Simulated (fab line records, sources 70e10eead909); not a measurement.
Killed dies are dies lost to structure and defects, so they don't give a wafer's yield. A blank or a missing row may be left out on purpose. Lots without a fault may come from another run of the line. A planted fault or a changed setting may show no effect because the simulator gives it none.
fab line records | flow nand_harc | part 1 of 2: steps 1 to 26 of 38
record lots=5 wafers=15 last_day=32
route steps=1302 shown THIN_TSV@1256
lots that met no fault: from a run of the same line without faults
start_h: hours from the record's first day to the start of the lot's first wafer shown | wait_h: hours since the lot's step before | " the same as in the row above | L1.1+2: a row that stands for several wafers | - no value, or no start given | * or withheld: withheld | < > ~ a bound
route shown NAME@n: a module of which the file shows steps, and the number in the route of the first | usual: mean/standard deviation of fault-free wafers | same: alike in all rows | chamber/n: place in a boat | sites: the reading at each site | _std_site: their standard deviation | _edge_site: outer sites' mean less inner sites' | radius_mm: how far each site lies from the wafer's centre | mask NAME#n: copy n | behind: the tool/chamber that last shaped the wafer | hold: why the lot was held/for how many hours/how that ended | device: the transistor (n, p or np) that didn't switch | end of line: the same wafers' tests at the end of the route | a step without rows: its recipe alone | killed: dies lost to structure and defects at the first sort, not the wafer's yield | map: a wafer's dies, x killed, . not, _ none there
set.NAME: the setting as run; set.NAME@STEP: as run at that earlier step | model.NAME: the simulator's own value behind a step, which no gauge read
lots at some steps of the route; a table a step, a row a wafer
services: from which hour (start_h, from the record's first day; less than 0 if before it) a tool's chamber was out of use, for how many hours, and why
## steps
# step NHARC_THIN_TSV_EXPOSE_09
# recipe na=0.55 dose_mj=30.7 mask_id=TSV
# usual reticle_temp_C=23.03/0.12
# columns lot.wafer tool chamber start_h wait_h mask reticle_temp_C
L075.2 krf_scanner-04 0 555.42 - TSV#0 23.11
L075.3 " 0 " " TSV#0 23.15
L075.4 " 0 " " TSV#0 23.16
L079.2 krf_scanner-01 0 578.70 - TSV#0 23.20
L079.4 " 0 " " TSV#0 23.05
L079.6 " 0 " " TSV#0 23.13
L080.1 krf_scanner-04 0 594.86 - TSV#0 22.83
L080.4 " 0 " " TSV#0 22.78
L080.5 " 0 " " TSV#0 22.85
L082.1 krf_scanner-01 0 630.27 - TSV#0 22.95
L082.3 " 0 " " TSV#0 22.97
L082.6 " 0 " " TSV#0 22.89
L095.2 krf_scanner-04 0 746.36 - TSV#0 22.96
L095.4 " 0 " " TSV#0 23.02
L095.5 " 0 " " TSV#0 23.13
# step NHARC_THIN_TSV_PEB_10
# recipe peb_temp_c=118 peb_time_s=85
# columns lot.wafer tool chamber start_h wait_h
L075.2+3+4 litho_track-05 0 555.48 0.1
L079.2+4+6 litho_track-05 0 578.76 0.1
L080.1+4+5 litho_track-05 0 594.92 0.1
L082.1+3+6 litho_track-02 0 630.33 0.1
L095.2+4+5 litho_track-02 0 746.42 0.1
# step NHARC_THIN_TSV_DEVELOP_11
# recipe time_s=70
# columns lot.wafer tool chamber start_h wait_h
L075.2+3+4 litho_track-05 0 - -
L079.2+4+6 litho_track-05 0 - -
L080.1+4+5 litho_track-05 0 - -
L082.1+3+6 litho_track-02 0 - -
L095.2+4+5 litho_track-02 0 - -
# step NHARC_THIN_TSV_CD_MEAS_12
# recipe target_cd_nm=1000 landing_energy_ev=500
# usual cd_nm=999.4/2
# columns lot.wafer tool chamber start_h wait_h cd_nm
L075.2 cd_sem-01 0 555.57 - 1001.7
L075.3 " 0 " " 1000.5
L075.4 " 0 " " 1000.8
L079.2 cd_sem-01 0 578.85 - 998.7
L079.4 " 0 " " 1000.7
L079.6 " 0 " " 1001.8
L080.1 cd_sem-03 0 595.01 - 1000.0
L080.4 " 0 " " 1000.7
L080.5 " 0 " " 997.7
L082.1 cd_sem-03 0 630.43 - 996.0
L082.3 " 0 " " 999.0
L082.6 " 0 " " 998.8
L095.2 cd_sem-02 0 746.52 - 996.8
L095.4 " 0 " " 997.9
L095.5 " 0 " " 1000.2
# step NHARC_THIN_TSV_HARDBAKE_13
# recipe temp_c=125 time_s=80
# columns lot.wafer tool chamber start_h wait_h
L075.2+3+4 litho_track-05 0 555.65 -
L079.2+4+6 litho_track-05 0 578.93 -
L080.1+4+5 litho_track-07 0 595.09 -
L082.1+3+6 litho_track-05 0 630.51 -
L095.2+4+5 litho_track-07 0 746.60 -
# step NHARC_THIN_TSV_DESCUM_14
# recipe time_s=3 o2_flow_sccm=200 ar_flow_sccm=0 bias_power_w=0 chemistry=O2
# usual drypump_motor_current_A=5.6/0.55 oes_product_au=0.997/0.0096 rf_vpp_V=57.6/0.91 showerhead_plenum_p_Torr=1.87/0.094 throttle_valve_pct=11.311/0.009
# columns lot.wafer tool chamber start_h wait_h drypump_motor_current_A oes_product_au rf_hours_counter_h rf_vpp_V showerhead_plenum_p_Torr throttle_valve_pct
L075.2 rie_diel-09 1 555.73 - 4.7 1.003 3.9 56.3 1.78 11.291
L075.3 " 3 " " 5.0 0.991 3.8 57.3 1.78 11.301
L075.4 " 0 " " 5.7 1.004 3.4 58.0 2.00 11.298
L079.2 rie_diel-12 0 579.01 - 5.7 1.008 4.1 56.3 1.79 11.329
L079.4 " 1 " " 5.2 0.993 4.8 57.6 2.04 11.309
L079.6 " 0 " " 5.7 0.995 - 58.3 1.79 11.313
L080.1 rie_diel-09 0 595.17 - 5.7 1.005 6.4 58.2 2.00 11.305
L080.4 " 0 " " 5.7 1.002 - 58.6 2.00 11.314
L080.5 " 1 " " 4.7 1.003 - 58.3 1.78 11.325
L082.3 rie_diel-09 3 630.59 - 5.0 0.989 9.0 55.9 1.78 11.313
L082.1 " 2 " " 6.3 1.004 7.6 56.2 2.00 11.308
L082.6 " 0 " " 5.7 0.983 - 56.0 2.00 11.319
L095.2 rie_diel-12 0 746.68 - 5.7 1.010 4.4 56.2 1.79 11.313
L095.4 " 1 " " 5.2 0.978 5.5 58.3 2.04 11.308
L095.5 " 3 " " 6.0 1.006 - 56.5 1.81 11.301
# step NHARC_THIN_TSV_ETCH_44
# recipe target_depth_a=15942 time_s=797.1 cf4_flow_sccm=150 o2_flow_sccm=10 ar_flow_sccm=0 rf_w=300 bias_w=800 chemistry=CF4/O2
# usual drypump_motor_current_A=5.6/0.54 oes_product_au=0.997/0.01 rf_fwd_power_W=299.8/0.96 rf_vpp_V=792/5.5 showerhead_plenum_p_Torr=1.80/0.085 throttle_valve_pct=16.913/0.0085
# columns lot.wafer tool chamber start_h wait_h drypump_motor_current_A oes_product_au rf_fwd_power_W rf_hours_counter_h rf_vpp_V showerhead_plenum_p_Torr throttle_valve_pct
L075.2 rie_diel-09 3 555.81 0.1 5.0 0.993 302.2 4.0 787 1.72 16.911
L075.3 " 1 " " 4.7 1.008 300.4 4.0 786 1.71 16.903
L075.4 " 2 " " 6.3 1.013 300.3 4.5 798 1.91 16.928
L079.2 rie_diel-12 2 579.09 0.1 6.0 1.003 299.2 4.7 797 1.88 16.899
L079.4 " 1 " " 5.2 0.997 300.7 4.9 801 1.95 16.908
L079.6 " 3 " " 6.0 0.987 302.2 - 787 1.74 16.920
L080.1 rie_diel-09 1 595.35 0.2 4.7 1.008 300.5 6.5 787 1.71 16.908
L080.4 " 1 " " 4.7 1.003 299.4 - 785 1.71 16.917
L080.5 " 3 " " 5.0 0.999 299.3 - 788 1.72 16.917
L082.1 rie_diel-09 0 630.78 0.2 5.7 0.994 301.4 8.2 800 1.91 16.913
L082.3 " 1 " " 4.7 1.013 300.2 8.3 785 1.71 16.922
L082.6 " 3 " " 5.0 1.005 299.5 - 787 1.71 16.913
L095.4 rie_diel-12 3 746.76 0.1 6.0 0.995 300.2 5.2 788 1.74 16.901
L095.2 " 0 " " 5.7 1.014 299.2 4.5 789 1.72 16.920
L095.5 " 0 " " 5.7 1.010 298.2 - 788 1.72 16.911
# step NHARC_THIN_TSV_ETCH_15
# recipe target_depth_a=30000 bosch_target_overetch_cycles=2 bosch_etch_step_s=2.8 bosch_dep_step_s=1.2 bosch_cycles=14
# usual drypump_motor_current_A=5.9/0.47
# columns lot.wafer tool chamber start_h wait_h drypump_motor_current_A rf_hours_counter_h
L075.2 rie_si-01 3 556.40 - 5.7 0
L075.3 " 0 " " 6.5 0
L075.4 " 1 " " 6.0 0
L079.2 rie_si-05 0 579.66 - 4.9 0.6
L079.4 " 3 " " 5.1 0.5
L079.6 " 1 " " 6.2 -
L080.4 rie_si-01 3 595.96 - 5.7 0.3
L080.1 " 2 " " 6.2 0.2
L080.5 " 3 " " 5.7 -
L082.3 rie_si-01 2 631.25 - 6.2 0.4
L082.1 " 3 " " 5.6 0.5
L082.6 " 1 " " 6.0 -
L095.2 rie_si-06 1 747.33 - 6.2 0.9
L095.4 " 0 " " 5.6 0.8
L095.5 " 1 " " 6.3 -
# step NHARC_THIN_TSV_CD_MEAS_16
# usual cd_nm=999.4/2.1
# columns lot.wafer tool chamber start_h wait_h cd_nm
L075.2 cd_sem-01 - 556.54 0.1 1002.3
L075.3 " - " " 1000.7
L075.4 " - " " 1000.8
L079.2 cd_sem-03 - 579.81 0.1 998.2
L079.4 " - " " 1000.6
L079.6 " - " " 1000.7
L080.1 cd_sem-03 - 596.10 0.1 1000.6
L080.4 " - " " 1001.8
L080.5 " - " " 998.3
L082.1 cd_sem-03 - 631.39 0.1 996.3
L082.3 " - " " 999.1
L082.6 " - " " 1000.1
L095.2 cd_sem-01 - 747.47 0.1 996.2
L095.4 " - " " 998.9
L095.5 " - " " 1000.1
# step NHARC_THIN_TSV_STRIP_45
# recipe power_w=1500 temp_c=250 chemistry=O2
# usual drypump_motor_current_A=5.90/0.11 heater_power_w=303/35 rf_refl_power_W=18.6/1.5
# columns lot.wafer tool chamber start_h wait_h drypump_motor_current_A heater_power_w rf_hours_counter_h rf_refl_power_W
L075.2 plasma_asher-02 0 556.66 0.1 5.88 279 27 16.5
L075.4 " 1 " " 6.01 338 - 18.3
L075.3 " 0 " " 5.85 271 - 15.9
L079.2 plasma_asher-02 0 579.88 0.1 5.85 271 33 -
L079.4 " 1 " " 6.01 346 - -
L079.6 " 0 " " 5.86 277 - -
L080.1 plasma_asher-02 0 596.18 0.1 5.89 274 35 16.4
L080.4 " 1 " " 6.00 340 - 18.7
L080.5 " 0 " " 5.86 274 - 16.6
L082.1 plasma_asher-02 0 631.52 0.1 5.87 280 4 -
L082.3 " 0 " " 5.86 283 - -
L082.6 " 0 " " 5.89 285 - -
L095.2 plasma_asher-02 1 747.54 0.1 6.02 341 27 -
L095.4 " 0 " " 5.87 287 - -
L095.5 " 0 " " 5.87 289 - -
# step NHARC_THIN_TSV_STRIP_46
# recipe time_s=1200 temp_c=72.5 chemistry=post_etch_residue_remover
# columns lot.wafer tool chamber start_h wait_h
L075.2+3+4 wet_bench-08 4,7,1 556.96 0.3
L079.2+6+4 wet_bench-10 6,0,1 580.24 0.3
L080.4+1+5 wet_bench-08 1,2,5 596.54 0.2
L082.3+1+6 wet_bench-10 6,7,3 631.82 0.2
L095.5+4+2 wet_bench-08 4,7,0 747.90 0.1
# step NHARC_THIN_TSV_DEP_47
# recipe target_thk_a=2000 temp_c=withheld pressure_torr=6.5 rf_w=900 teos_flow_sccm=161.4 flow_sccm=2650 target_thk_nm=200 gas=O2 material=SiO2
# usual rf_fwd_power_W=898.2/2.6 throttle_valve_pct=15.8/0.5
# columns lot.wafer tool chamber start_h wait_h rf_fwd_power_W throttle_valve_pct
L075.2 pecvd-04 0 557.41 - 901.4 14.6
L075.3 " 1 " " 904.7 15.8
L075.4 " 2 " " 902.9 15.7
L079.2 pecvd-02 1 580.72 - 891.7 16.4
L079.4 " 0 " " 904.7 16.3
L079.6 " 1 " " 895.4 16.3
L080.1 pecvd-04 1 597.19 - 897.8 15.9
L080.5 " 0 " " 893.0 14.8
L080.4 " 1 " " 895.3 15.9
L082.3 pecvd-02 2 632.31 - 900.5 16.0
L082.1 " 0 " " 900.0 16.4
L082.6 " 2 " " 898.3 16.0
L095.2 pecvd-01 1 748.34 - 900.4 15.5
L095.5 " 1 " " 898.4 15.6
L095.4 " 0 " " 899.9 16.9
# step NHARC_THIN_TSV_ETCHBACK_48
# recipe target_depth_a=10285 over_etch_frac=0.3 time_s=405.17 ion_energy_ev=250 c4f8_flow_sccm=withheld ar_flow_sccm=withheld rf_w=600 bias_w=300 chemistry=C4F8/Ar
# usual oes_product_au=0.95/0.031 rf_fwd_power_W=598.9/1.9 rf_vpp_V=545/3.7
# columns lot.wafer tool chamber start_h wait_h oes_product_au rf_fwd_power_W rf_hours_counter_h rf_vpp_V
L075.2 rie_diel-12 0 557.81 - 0.92 599.6 3.4 543
L075.3 " 2 " " 0.93 597.9 3.8 549
L075.4 " 3 " " 0.91 599.8 3.3 544
L079.2 rie_diel-09 0 581.08 - 0.92 601.8 5.5 550
L079.4 " 1 " " 0.93 598.4 - 542
L079.6 " 3 " " 0.92 603.0 - 542
L080.4 rie_diel-09 3 597.53 - 0.96 601.5 7.5 541
L080.1 " 0 " " 0.96 598.6 6.9 550
L080.5 " 3 " " 0.96 600.3 - 542
L082.3 rie_diel-11 2 632.67 - 1.00 598.0 0.2 544
L082.1 " 1 " " 0.98 596.5 0.2 546
L082.6 " 3 " " 0.99 599.6 - 543
L095.2 rie_diel-11 0 748.82 - 0.93 598.5 5.9 542
L095.4 " 1 " " 0.91 597.1 7.0 547
L095.5 " 3 " " 0.92 602.7 - 542
# step NHARC_THIN_TSV_STRIP_62
# recipe power_w=1500 temp_c=250 time_s=20 chemistry=N2/H2
# usual drypump_motor_current_A=5.87/0.12 heater_power_w=298/37 rf_refl_power_W=18.6/1.3
# columns lot.wafer tool chamber start_h wait_h drypump_motor_current_A heater_power_w rf_hours_counter_h rf_refl_power_W
L075.2 plasma_asher-01 1 558.18 - 5.67 326 6 17.7
L075.3 " 1 " " 5.71 329 - 17.8
L075.4 " 0 " " 5.90 248 - 20.0
L079.2 plasma_asher-02 0 581.51 - 5.88 270 33 -
L079.4 " 0 " " 5.86 271 - -
L079.6 " 1 " " 6.01 337 - -
L080.1 plasma_asher-01 1 597.88 - 5.71 329 15 -
L080.4 " 0 " " 5.92 252 - -
L080.5 " 1 " " 5.68 326 - -
L082.1 plasma_asher-02 1 633.03 - 6.02 335 5 18.4
L082.3 " 0 " " 5.87 285 - 17.5
L082.6 " 1 " " 5.99 346 - 18.4
L095.2 plasma_asher-01 1 749.13 - 5.69 316 10 18.3
L095.4 " 0 " " 5.93 236 - 20.6
L095.5 " 0 " " 5.91 242 - 20.1
# step NHARC_THIN_TSV_DEGAS_49
# recipe temp_c=300 time_s=120
# usual heater_power_w=456/43
# columns lot.wafer tool chamber start_h wait_h heater_power_w
L075.3 pvd_sputter-03 - 558.36 0.1 430
L075.4 " - " " 431
L075.2 " - " " 498
L079.4 pvd_sputter-03 - 581.68 0.1 449
L079.2 " - " " 516
L079.6 " - " " 503
L080.1 pvd_sputter-02 - 598.02 0.1 421
L080.4 " - " " 435
L080.5 " - " " 452
L082.3 pvd_sputter-02 - 633.20 0.1 426
L082.1 " - " " 446
L082.6 " - " " 423
L095.4 pvd_sputter-03 - 749.30 0.1 466
L095.2 " - " " 434
L095.5 " - " " 428
# step NHARC_THIN_TSV_PRE_CLEAN_50
# recipe time_s=30 temp_c=280 gas=H2/He
# usual heater_power_w=405/40
# columns lot.wafer tool chamber start_h wait_h heater_power_w
L075.2 pvd_sputter-03 - - - 382
L075.4 " - " " 394
L075.3 " - " " 444
L079.2 pvd_sputter-03 - - - 389
L079.4 " - " " 447
L079.6 " - " " 406
L080.1 pvd_sputter-02 - - - 392
L080.4 " - " " 371
L080.5 " - " " 407
L082.3 pvd_sputter-02 - - - 368
L082.1 " - " " 334
L082.6 " - " " 392
L095.2 pvd_sputter-03 - - - 426
L095.4 " - " " 385
L095.5 " - " " 412
# step NHARC_THIN_TSV_PVD_19
# recipe target_thk_a=200 chamber_pressure_pa=5 material=TaN
# usual throttle_valve_pct=29.8/1.3
# columns lot.wafer tool chamber start_h wait_h throttle_valve_pct
L075.3 pvd_sputter-03 - - - 30.0
L075.2 " - " " 30.1
L075.4 " - " " 30.5
L079.2 pvd_sputter-03 - - - 27.1
L079.4 " - " " 30.7
L079.6 " - " " 27.0
L080.1 pvd_sputter-02 - - - 30.3
L080.4 " - " " 31.5
L080.5 " - " " 31.3
L082.1 pvd_sputter-02 - - - 31.2
L082.3 " - " " 27.8
L082.6 " - " " 30.9
L095.4 pvd_sputter-03 - - - 30.3
L095.2 " - " " 27.7
L095.5 " - " " 30.0
# step NHARC_THIN_TSV_PVD_51
# recipe target_thk_a=1000 chamber_pressure_pa=5 material=Cu
# usual throttle_valve_pct=29.7/1.3
# columns lot.wafer tool chamber start_h wait_h throttle_valve_pct
L075.2 pvd_sputter-03 - - - 30.4
L075.4 " - " " 29.8
L075.3 " - " " 26.8
L079.4 pvd_sputter-03 - - - 30.6
L079.2 " - " " 29.9
L079.6 " - " " 27.2
L080.1 pvd_sputter-02 - - - 27.9
L080.4 " - " " 31.5
L080.5 " - " " 30.4
L082.3 pvd_sputter-02 - - - 30.5
L082.1 " - " " 31.2
L082.6 " - " " 28.0
L095.4 pvd_sputter-03 - - - 30.7
L095.2 " - " " 29.9
L095.5 " - " " 28.0
# step NHARC_THIN_TSV_ECD_20
# recipe target_thk_a=20000 material=Cu
# columns lot.wafer tool chamber start_h wait_h
L075.2+4+3 ecd_cu-01 1,0,1 558.91 -
L079.2+4+6 ecd_cu-02 0 582.23 -
L080.1+4+5 ecd_cu-01 1 598.48 -
L082.1+3+6 ecd_cu-02 0,1,1 633.76 -
L095.2+4+5 ecd_cu-01 0 749.83 -
# step NHARC_THIN_TSV_ANNEAL_52
# recipe temp_c=225 time_s=90
# usual anneal_temp_c=225.00/0.16 wafer_temp_C_max=226.4/0.32
# columns lot.wafer tool chamber start_h wait_h anneal_temp_c wafer_temp_C_max
L075.2 rtp_anneal-02 0 559.59 0.6 224.74 226.5
L075.3 " 0 " " 224.78 227.1
L075.4 " 0 " " 224.68 226.3
L079.2 rtp_anneal-02 0 582.91 0.6 225.31 226.4
L079.4 " 0 " " 225.39 226.1
L079.6 " 0 " " 225.23 226.3
L080.1 rtp_anneal-02 0 599.21 0.6 224.98 226.6
L080.4 " 0 " " 224.70 226.5
L080.5 " 0 " " 225.05 226.0
L082.1 rtp_anneal-02 0 634.39 0.5 224.95 226.0
L082.3 " 0 " " 224.94 226.6
L082.6 " 0 " " 224.92 226.4
L095.2 rtp_anneal-01 0 750.51 0.6 225.26 226.8
L095.4 " 0 " " 225.17 226.3
L095.5 " 0 " " 225.16 225.9
# step NHARC_THIN_TSV_CMP_21
# recipe t_overpolish_s=30 target_thk_nm=2000
# usual motor_current_A=12.2/0.85 overpolish_run_s=29.999/0.0096 retaining_ring_pressure_frac=1.001/0.0056
# columns lot.wafer tool chamber start_h wait_h motor_current_A overpolish_run_s retaining_ring_pressure_frac
L075.4 cmp-01 1 559.88 - 11.9 30.016 0.994
L075.2 " 3 " " 12.2 29.982 0.995
L075.3 " 0 " " 11.6 29.990 0.997
L079.2 cmp-01 1 583.24 - 11.4 30.002 0.997
L079.4 " 3 " " 11.4 29.991 0.998
L079.6 " 0 " " 12.1 30.011 0.998
L080.1 cmp-02 1 599.56 - 12.2 30.011 1.001
L080.4 " 3 " " 13.7 29.999 0.997
L080.5 " 2 " " 11.7 29.992 0.995
L082.1 cmp-02 0 634.73 - 13.2 30.000 1.000
L082.3 " 2 " " 11.5 29.986 1.001
L082.6 " 1 " " 11.5 30.006 0.988
L095.2 cmp-01 1 750.84 - 12.0 30.010 0.998
L095.4 " 2 " " 10.6 30.005 0.994
L095.5 " 0 " " 12.6 29.994 1.001
# step NHARC_THIN_TSV_SRD_23
# columns lot.wafer tool chamber start_h wait_h
L075.2+3+4 wet_bench-10 1,5,6 560.25 0.0
L079.4+2+6 wet_bench-08 2,4,5 583.58 0.0
L080.5+1+4 wet_bench-10 4,5,6 599.92 0.0
L082.1+3+6 wet_bench-10 0,1,5 635.10 0.0
L095.4+5+2 wet_bench-10 5,7,0 751.17 0.0
# step NHARC_THIN_TSV_DEGAS_53
# recipe temp_c=300 time_s=60
# usual heater_power_w=469/52
# columns lot.wafer tool chamber start_h wait_h heater_power_w
L075.4 pvd_sputter-01 - 560.35 0.1 525
L075.2 " - " " 567
L075.3 " - " " 443
L079.4 pvd_sputter-02 - 583.67 0.1 412
L079.2 " - " " 454
L079.6 " - " " 424
L080.4 pvd_sputter-02 - 600.02 0.1 388
L080.1 " - " " 446
L080.5 " - " " 392
L082.1 pvd_sputter-03 - 635.19 0.1 438
L082.3 " - " " 503
L082.6 " - " " 509
L095.4 pvd_sputter-01 - 751.26 0.1 571
L095.2 " - " " 462
L095.5 " - " " 449
# step NHARC_THIN_TSV_PRE_CLEAN_54
# recipe time_s=30 temp_c=280 gas=H2/He
# usual heater_power_w=414/43
# columns lot.wafer tool chamber start_h wait_h heater_power_w
L075.2 pvd_sputter-01 - 560.42 0.0 497
L075.4 " - " " 392
L075.3 " - " " 444
L079.2 pvd_sputter-02 - 583.75 0.0 400
L079.4 " - " " 381
L079.6 " - " " 395
L080.4 pvd_sputter-02 - 600.09 0.1 391
L080.1 " - " " 351
L080.5 " - " " 424
L082.1 pvd_sputter-03 - 635.26 0.1 389
L082.3 " - " " 401
L082.6 " - " " 445
L095.2 pvd_sputter-01 - 751.33 0.1 443
L095.4 " - " " 494
L095.5 " - " " 519
# step NHARC_THIN_TSV_PVD_55
# recipe target_thk_a=500 material=TiN
# columns lot.wafer tool chamber start_h wait_h
L075.4+3+2 pvd_sputter-01 - 560.49 0.1
L079.2+4+6 pvd_sputter-02 - 583.83 0.1
L080.1+4+5 pvd_sputter-02 - 600.21 0.1
L082.1+3+6 pvd_sputter-03 - 635.36 0.1
L095.4+2+5 pvd_sputter-01 - 751.41 0.1
# step NHARC_THIN_TSV_PVD_24
# recipe target_thk_a=8000 power_w=withheld chamber_pressure_pa=withheld substrate_temp_c=withheld time_s=withheld gas=Ar material=Al
# columns lot.wafer tool chamber start_h wait_h
L075.2+4+3 pvd_sputter-01 - 560.64 0.1
L079.2+4+6 pvd_sputter-02 - 584.02 0.2
L080.1+4+5 pvd_sputter-02 - 600.32 0.1
L082.1+3+6 pvd_sputter-03 - 635.60 0.2
L095.4+2+5 pvd_sputter-01 - 751.56 0.1
